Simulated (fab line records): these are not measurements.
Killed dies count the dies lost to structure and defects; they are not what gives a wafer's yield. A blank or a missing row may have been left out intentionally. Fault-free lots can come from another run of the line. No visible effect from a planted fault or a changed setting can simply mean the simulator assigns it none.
fab line records | flow nand-harc
[record] lots = 5 | wafers = 15 | last-day = 33
route steps=1302 shown P_M1@297
lots that met no fault: from a run of the same line without faults
start-h: the number of hours between the record's first day and the start of the first shown wafer of the lot | wait-h: how many hours have passed since the lot's step before this one | " as in the row above | L1.1+2: a row that stands for several wafers | - no value, or no start given | * or withheld: withheld | < > ~ a bound
route shown NAME@n: names a module that has steps shown in the file, with the first one's number in the route | usual: average and standard deviation across the fault-free wafers | same: alike in all rows | chamber/n: place in a boat | sites: the reading at each site | _std_site: standard deviation of those values | _edge_site: mean of outer sites minus mean of inner sites | radius-mm: how far each site lies from the wafer's centre | mask NAME#n: copy n | behind: the last tool/chamber to shape the wafer | hold: why the lot was held/for how many hours/how that ended | device: the transistor (n, p or np) that didn't switch | end of line: tests of these same wafers at the route's end | where a step has no rows: the recipe by itself | killed: dies that structure and defects cost at the first sort, which is not the same as the wafer's yield | map: a wafer's dies, x killed, . not, _ none there
set.NAME: the setting the step ran with; set.NAME@STEP: the setting that earlier step ran with | model.NAME: the simulator's own value behind a step, which no gauge read
a table for each step, a row for each wafer; lots at some steps of the route
services: a tool's chamber out of use, with start hour (start-h, from the record's first day; less than 0 if before it), hours out, and reason
[[steps]]
[step NHARC_P_M1_INSPECT_11]
[usual] raw-defect-count = 5.1/3
lot.wafer | tool              | chamber | start-h | wait-h | raw-defect-count
L108.1    | defect-inspect-01 | -       | 161.58  | 0.0    | 5
L108.2    | "                 | -       | "       | "      | 6
L108.4    | "                 | -       | "       | "      | 4
L110.1    | defect-inspect-01 | -       | 178.36  | 0.0    | 4
L110.5    | "                 | -       | "       | "      | 8
L110.6    | "                 | -       | "       | "      | 6
L112.3    | defect-inspect-01 | -       | 196.53  | 0.0    | 3
L112.5    | "                 | -       | "       | "      | 0
L112.6    | "                 | -       | "       | "      | 4
L122.3    | defect-inspect-01 | -       | 304.66  | 0.0    | 3
L122.4    | "                 | -       | "       | "      | 6
L122.5    | "                 | -       | "       | "      | 5
L125.2    | defect-inspect-02 | -       | 327.73  | 0.0    | 6
L125.4    | "                 | -       | "       | "      | 7
L125.5    | "                 | -       | "       | "      | 5
[step NHARC_P_M1_DESCUM_14]
[recipe] time-s = 3 | o2-flow-sccm = 200 | ar-flow-sccm = 0 | bias-power-w = 0 | chemistry = O2
[step NHARC_P_M1_ETCH_35]
[recipe] target-depth-a = 400 | overetch-a = 120 | time-s = 43.94 | ion-energy-ev = 200 | n2-flow-sccm = 150 | h2-flow-sccm = 150 | ar-flow-sccm = 0 | rf-w = 400 | bias-w = 150 | chemistry = N2/H2
[step NHARC_P_M1_ETCH_15]
[recipe] target-depth-a = 1825 | time-s = 91.2 | c4f8-flow-sccm = withheld | ar-flow-sccm = 400 | rf-w = 600 | bias-w = 300 | chemistry = C4F8/Ar
[usual] oes-product-au = 0.951/0.023 | rf-fwd-power-W = 595.1/2.4 | rf-vpp-V = 440.0/2.3
[same] time-s = 91.2
lot.wafer | tool        | chamber | start-h | wait-h | oes-product-au | rf-fwd-power-W | rf-hours-counter-h | rf-vpp-V
L108.1    | rie-diel-09 | 1       | -       | -      | 0.983          | 593.4          | 2                  | 437.8
L108.2    | "           | 2       | "       | "      | 0.979          | 590.5          | 4                  | 439.8
L108.4    | "           | 0       | "       | "      | 0.967          | 593.9          | 3                  | 443.1
L110.1    | rie-diel-13 | 2       | -       | -      | 0.918          | 597.8          | 2                  | 440.8
L110.5    | "           | 2       | "       | "      | 0.918          | 596.7          | -                  | 442.5
L110.6    | "           | 3       | "       | "      | 0.921          | 594.7          | -                  | 437.4
L112.3    | rie-diel-09 | 0       | -       | -      | 0.969          | 594.6          | 4                  | 443.5
L112.5    | "           | 0       | "       | "      | 0.962          | 597.4          | -                  | 442.3
L112.6    | "           | 1       | "       | "      | 0.963          | 591.4          | -                  | 439.1
L122.4    | rie-diel-04 | 2       | -       | -      | 0.926          | 598.1          | 42                 | 436.9
L122.3    | "           | 3       | "       | "      | 0.938          | 596.8          | 52                 | 435.9
L122.5    | "           | 1       | "       | "      | 0.933          | 593.7          | -                  | 441.5
L125.4    | rie-diel-13 | 2       | -       | -      | 0.967          | 592.9          | 0                  | 439.9
L125.2    | "           | 3       | "       | "      | 0.977          | 596.1          | 0                  | 436.4
L125.5    | "           | 3       | "       | "      | 0.982          | 594.2          | -                  | 435.8
[step NHARC_P_M1_CD_MEAS_16]
[usual] cd-nm = 130.1/0.66
lot.wafer | tool      | chamber | start-h | wait-h | cd-nm
L108.1    | cd-sem-02 | -       | 161.94  | -      | 130.5
L108.2    | "         | -       | "       | "      | 131.0
L108.4    | "         | -       | "       | "      | 131.5
L110.1    | cd-sem-01 | -       | 178.72  | -      | 130.7
L110.5    | "         | -       | "       | "      | 130.3
L110.6    | "         | -       | "       | "      | 130.6
L112.3    | cd-sem-02 | -       | 196.90  | -      | 130.9
L112.5    | "         | -       | "       | "      | 130.5
L112.6    | "         | -       | "       | "      | 130.5
L122.3    | cd-sem-01 | -       | 305.03  | -      | 130.7
L122.4    | "         | -       | "       | "      | 130.1
L122.5    | "         | -       | "       | "      | 130.0
L125.2    | cd-sem-02 | -       | 328.10  | -      | 129.4
L125.4    | "         | -       | "       | "      | 128.5
L125.5    | "         | -       | "       | "      | 129.1
[step NHARC_P_M1_STRIP_18]
[recipe] power-w = 1000 | n2-flow-sccm = 150 | h2-flow-sccm = 150 | ar-flow-sccm = 0 | bias-w = 0 | chemistry = N2/H2
[usual] drypump-motor-current-A = 5.5/0.33 | mfc-ar-sccm = 0.012/0.016 | oes-product-au = 1.000/0.0091 | power-w = 1000.0/2.8 | rf-fwd-power-W = 997/3.2 | rf-vpp-V = 90.6/0.87 | showerhead-plenum-p-Torr = 2.02/0.078 | throttle-valve-pct = 14.171/0.0091
lot.wafer | tool        | chamber | start-h | wait-h | drypump-motor-current-A | mfc-ar-sccm | oes-product-au | power-w | rf-fwd-power-W | rf-hours-counter-h | rf-vpp-V | showerhead-plenum-p-Torr | throttle-valve-pct
L108.2    | rie-diel-13 | 1       | 162.02  | 0.1    | 5.2                     | 0           | 0.991          | 997.7   | 998            | 2                  | 90.3     | 2.13                     | 14.169
L108.1    | "           | 2       | "       | "      | 5.9                     | 0.002       | 0.989          | 998.7   | 997            | 2                  | 91.7     | 2.05                     | 14.185
L108.4    | "           | 0       | "       | "      | 6.0                     | 0           | 0.989          | 1000.2  | 993            | 3                  | 89.5     | 1.94                     | 14.158
L110.1    | rie-diel-09 | 0       | 178.87  | 0.1    | 5.5                     | 0.033       | 1.013          | 1001.3  | 1001           | 4                  | 93.1     | 2.10                     | 14.188
L110.6    | "           | 1       | "       | "      | 5.1                     | 0           | 0.995          | 995.9   | 998            | -                  | 90.8     | 2.00                     | 14.181
L110.5    | "           | 2       | "       | "      | 5.3                     | 0.012       | 0.996          | 999.0   | 998            | -                  | 89.8     | 2.00                     | 14.170
L112.3    | rie-diel-13 | 3       | 197.04  | 0.1    | 5.1                     | 0.038       | 0.999          | 1000.5  | 996            | 4                  | 91.7     | 1.91                     | 14.165
L112.6    | "           | 0       | "       | "      | 6.0                     | 0           | 1.004          | 999.5   | 995            | -                  | 91.2     | 1.94                     | 14.164
L112.5    | "           | 1       | "       | "      | 5.3                     | 0           | 0.995          | 999.9   | 1000           | -                  | 90.3     | 2.12                     | 14.182
L122.4    | rie-diel-04 | 1       | 305.11  | 0.1    | 6.0                     | 0.029       | 0.997          | 996.0   | 997            | 42                 | 90.8     | 2.03                     | 14.166
L122.3    | "           | 2       | "       | "      | 5.6                     | 0.036       | 0.982          | 996.0   | 999            | 42                 | 90.0     | 1.92                     | 14.193
L122.5    | "           | 1       | "       | "      | 6.0                     | 0.029       | 1.009          | 999.9   | 992            | -                  | 91.4     | 2.03                     | 14.166
L125.2    | rie-diel-09 | 1       | 328.20  | 0.1    | 5.2                     | 0           | 1.005          | 998.5   | 998            | 1                  | 90.8     | 2.00                     | 14.168
L125.4    | "           | 0       | "       | "      | 5.5                     | 0.033       | 1.007          | 1000.1  | 996            | -                  | 89.9     | 2.10                     | 14.161
L125.5    | "           | 1       | "       | "      | 5.1                     | 0           | 1.012          | 997.3   | 996            | -                  | 90.8     | 2.00                     | 14.176
[step NHARC_P_M1_ETCH_28]
[recipe] target-depth-a = 300 | over-etch-frac = 0.3 | time-s = 72.99 | ion-energy-ev = 150 | cf4-flow-sccm = 50 | n2-flow-sccm = 100 | ar-flow-sccm = 150 | rf-w = 300 | bias-w = 100 | chemistry = CF4/N2
[usual] cf4-flow-sccm = 50.02/0.17 | drypump-motor-current-A = 5.5/0.33 | mfc-ar-sccm = 149.9/0.51 | oes-product-au = 1.000/0.0097 | rf-fwd-power-W = 297.2/1.1 | rf-vpp-V = 313.8/1.9 | showerhead-plenum-p-Torr = 2.60/0.092 | throttle-valve-pct = 19.794/0.0089
[same] time-s = 72.99
lot.wafer | tool        | chamber | start-h | wait-h | cf4-flow-sccm | drypump-motor-current-A | mfc-ar-sccm | oes-product-au | rf-fwd-power-W | rf-hours-counter-h | rf-vpp-V | showerhead-plenum-p-Torr | throttle-valve-pct
L108.2    | rie-diel-13 | 2       | -       | -      | 49.91         | 5.9                     | 150.9       | 0.978          | 297.4          | 2                  | 313.7    | 2.64                     | 19.779
L108.1    | "           | 3       | "       | "      | 50.11         | 5.2                     | 149.7       | 0.996          | 298.0          | 2                  | 311.6    | 2.47                     | 19.792
L108.4    | "           | 1       | "       | "      | 50.06         | 5.3                     | 149.2       | 0.980          | 298.8          | 2                  | 314.9    | 2.73                     | 19.800
L110.1    | rie-diel-09 | 1       | -       | -      | 50.22         | 5.1                     | 150.3       | 1.017          | 297.3          | 3                  | 313.3    | 2.59                     | 19.807
L110.5    | "           | 0       | "       | "      | 50.15         | 5.5                     | 149.8       | 1.027          | 297.2          | -                  | 315.5    | 2.70                     | 19.780
L110.6    | "           | 1       | "       | "      | 50.11         | 5.1                     | 149.8       | 1.009          | 298.2          | -                  | 312.8    | 2.59                     | 19.799
L112.3    | rie-diel-13 | 0       | -       | -      | 50.23         | 6.0                     | 149.1       | 0.990          | 295.3          | 5                  | 312.0    | 2.51                     | 19.780
L112.6    | "           | 1       | "       | "      | 49.99         | 5.3                     | 150.2       | 0.979          | 296.7          | -                  | 316.0    | 2.73                     | 19.785
L112.5    | "           | 2       | "       | "      | 49.95         | 5.9                     | 149.8       | 0.993          | 297.3          | -                  | 314.7    | 2.64                     | 19.789
L122.4    | rie-diel-04 | 3       | -       | -      | 50.01         | 6.1                     | 149.3       | 1.009          | 297.1          | 52                 | 312.1    | 2.47                     | 19.799
L122.3    | "           | 2       | "       | "      | 50.23         | 5.6                     | 149.9       | 0.986          | 297.7          | 42                 | 310.0    | 2.49                     | 19.799
L122.5    | "           | 0       | "       | "      | 50.04         | 5.9                     | 150.3       | 1.008          | 295.0          | -                  | 311.2    | 2.43                     | 19.784
L125.2    | rie-diel-09 | 0       | -       | -      | 50.08         | 5.5                     | 150.3       | 1.003          | 297.9          | 1                  | 315.1    | 2.69                     | 19.809
L125.4    | "           | 1       | "       | "      | 50.11         | 5.1                     | 149.8       | 0.998          | 298.6          | -                  | 313.6    | 2.58                     | 19.790
L125.5    | "           | 3       | "       | "      | 49.91         | 5.6                     | 149.9       | 0.998          | 298.7          | -                  | 315.8    | 2.71                     | 19.805
[step NHARC_P_M1_STRIP_19]
[recipe] time-s = 600 | temp-c = 30 | chemistry = post-etch-residue-remover
[step NHARC_P_M1_DEGAS_29]
[recipe] temp-c = 250 | time-s = 60
[step NHARC_P_M1_PRE_CLEAN_30]
[recipe] time-s = 30 | temp-c = 280 | gas = H2/He
[step NHARC_P_M1_PVD_20]
[recipe] target-thk-a = 50 | bias-v = 168.6 | power-w = 15000 | chamber-pressure-pa = 0.12 | time-s = 8.06 | substrate-temp-c = 50 | material = TaN
[step NHARC_P_M1_PVD_21]
[recipe] target-thk-a = 300 | chamber-pressure-pa = 5 | power-w = 5000 | substrate-temp-c = 30 | time-s = 20.49 | material = Cu
[usual] chamber-pressure-pa = 5.000/0.0096 | substrate-temp-c = 29.98/0.11 | throttle-valve-pct = 30.1/1.3
[same] time-s = 20.49
lot.wafer | tool           | chamber | start-h | wait-h | chamber-pressure-pa | substrate-temp-c | throttle-valve-pct
L108.2    | pvd-sputter-03 | -       | -       | -      | 5.003               | 29.96            | 29.5
L108.1    | "              | -       | "       | "      | 4.996               | 29.97            | 30.4
L108.4    | "              | -       | "       | "      | 4.989               | 29.94            | 29.8
L110.1    | pvd-sputter-01 | -       | -       | -      | 4.985               | 29.78            | 30.6
L110.6    | "              | -       | "       | "      | 5.004               | 30.05            | 32.6
L110.5    | "              | -       | "       | "      | 5.004               | 29.82            | 30.6
L112.3    | pvd-sputter-02 | -       | -       | -      | 4.987               | 29.84            | 30.6
L112.6    | "              | -       | "       | "      | 5.019               | 29.90            | 28.3
L112.5    | "              | -       | "       | "      | 4.998               | 29.90            | 31.3
L122.3    | pvd-sputter-03 | -       | -       | -      | 4.986               | 29.94            | 29.2
L122.4    | "              | -       | "       | "      | 5.003               | 29.94            | 30.6
L122.5    | "              | -       | "       | "      | 5.001               | 29.99            | 29.8
L125.4    | pvd-sputter-01 | -       | -       | -      | 4.981               | 29.94            | 32.7
L125.2    | "              | -       | "       | "      | 4.993               | 30.04            | 29.9
L125.5    | "              | -       | "       | "      | 5.003               | 29.84            | 29.5
[step NHARC_P_M1_ECD_22]
[recipe] target-thk-a = 4000 | bath-temp-c = 25 | material = Cu
lot.wafer  | tool      | chamber | start-h | wait-h
L108.2+1+4 | ecd-cu-01 | 1,0,1   | 163.01  | -
L110.1+5+6 | ecd-cu-02 | 1,0,1   | 179.84  | -
L112.3+6+5 | ecd-cu-01 | 0,0,1   | 198.06  | -
L122.4+3+5 | ecd-cu-02 | 0,1,0   | 306.45  | -
L125.2+4+5 | ecd-cu-02 | 0       | 329.28  | -
[step NHARC_P_M1_ANNEAL_31]
[recipe] temp-c = 225 | time-s = 90
[usual] wafer_temp_C_max = 225.88/0.26
[same] time-s = 90
lot.wafer | tool          | chamber | start-h | wait-h | wafer_temp_C_max
L108.1    | rtp-anneal-02 | 0       | 163.49  | 0.4    | 226.01
L108.2    | "             | 0       | "       | "      | 226.12
L108.4    | "             | 0       | "       | "      | 226.21
L110.1    | rtp-anneal-02 | 0       | 180.17  | -      | 225.89
L110.5    | "             | 0       | "       | "      | 226.20
L110.6    | "             | 0       | "       | "      | 225.82
L112.3    | rtp-anneal-02 | 0       | 198.44  | -      | 225.79
L112.5    | "             | 0       | "       | "      | 225.84
L112.6    | "             | 0       | "       | "      | 225.89
L122.3    | rtp-anneal-02 | 0       | 306.83  | -      | 226.04
L122.4    | "             | 0       | "       | "      | 225.91
L122.5    | "             | 0       | "       | "      | 226.01
L125.2    | rtp-anneal-02 | 0       | 329.66  | 0.3    | 226.05
L125.4    | "             | 0       | "       | "      | 226.24
L125.5    | "             | 0       | "       | "      | 225.96
[step NHARC_P_M1_CMP_23]
[recipe] t-overpolish-s = 20 | target-thk-nm = 157.82
[usual] motor-current-A = 11.8/0.97 | time-to-endpoint-s = 28.2/2.3
lot.wafer | tool   | chamber | start-h | wait-h | motor-current-A | time-to-endpoint-s
L108.4    | cmp-03 | 1       | 163.83  | -      | 11.7            | 25.5
L108.2    | "      | 2       | "       | "      | 13.9            | 29.3
L108.1    | "      | 3       | "       | "      | 11.1            | 30.0
L110.1    | cmp-04 | 0       | 180.60  | -      | 13.2            | 25.7
L110.6    | "      | 1       | "       | "      | 11.7            | 28.9
L110.5    | "      | 2       | "       | "      | 11.2            | 29.6
L112.3    | cmp-03 | 1       | 198.71  | -      | 11.9            | 11.9
L112.6    | "      | 0       | "       | "      | 12.1            | 27.4
L112.5    | "      | 1       | "       | "      | 12.3            | 24.0
L122.4    | cmp-02 | 1       | 307.07  | -      | 9.8             | 31.7
L122.3    | "      | 2       | "       | "      | 12.6            | 30.5
L122.5    | "      | 2       | "       | "      | 11.8            | 32.3
L125.4    | cmp-03 | 2       | 329.95  | -      | 13.1            | 24.5
L125.2    | "      | 1       | "       | "      | 11.9            | 23.6
L125.5    | "      | 3       | "       | "      | 11.1            | 26.2
[[services]]
tool           | chamber | start-h | hours | kind
cmp-03         | -       | 138.15  | 4.0   | pm
rie-diel-09    | 1       | 140.89  | 1.9   | repair
rie-diel-13    | -       | 141.03  | 9.0   | pm
pvd-sputter-03 | -       | 146.00  | 10.0  | pm
rie-diel-04    | -       | 154.16  | 9.0   | pm
pvd-sputter-01 | -       | 157.11  | 2.4   | repair
cmp-03         | -       | 182.78  | 0.4   | repair
pvd-sputter-01 | -       | 189.52  | 0.5   | repair
rie-diel-04    | 1       | 198.23  | 12.1  | repair
pvd-sputter-01 | -       | 202.00  | 10.0  | pm
rie-diel-13    | 1       | 204.07  | 6.0   | repair
rie-diel-04    | 2       | 217.82  | 8.8   | repair
ecd-cu-02      | -       | 220.00  | 8.0   | pm
rie-diel-04    | -       | 234.19  | 1.2   | repair
cmp-03         | -       | 236.15  | 4.0   | pm
ecd-cu-02      | -       | 268.62  | 6.6   | repair
rie-diel-04    | 2       | 270.83  | 14.8  | repair
cmp-03         | -       | 287.66  | 0.3   | repair
rie-diel-09    | -       | 296.15  | 9.0   | pm
rie-diel-13    | 3       | 297.51  | 8.8   | repair
rie-diel-04    | 3       | 306.72  | 6.5   | repair
ecd-cu-01      | -       | 312.14  | 8.0   | pm
rie-diel-13    | -       | 318.03  | 9.0   | pm
pvd-sputter-03 | -       | 324.00  | 10.0  | pm
[[key]]
[first-sign] step = NHARC_P_M1_CMP_23 | reading = time-to-endpoint-s | direction = down | sigmas = 7 | usual = * | struck = *
effect none on later readings
met-at NHARC_P_M1_ECD_22
struck-wafers L112.3
later-rows-left-out L112.3
sort-left-out L112.3
onset-between 163.01 198.06
[fault] kind = process-parameter-drift | tool = ecd-cu-01 | chamber = - | onset-h = 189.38 | steps = NHARC_P_M1_ECD_22 | channel = target-thk-a | offset = * | shape = step | end-h = 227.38 | scope = struck-wafers-only | acts-in = * | stated = *
// sort-left-out: the simulated sort isn't trusted on such a fault, so these wafers' sort isn't shown, and their yield isn't known
// later-rows-left-out: the simulator's readings of these wafers behind a module that went badly wrong aren't trusted and aren't shown, but for the sort
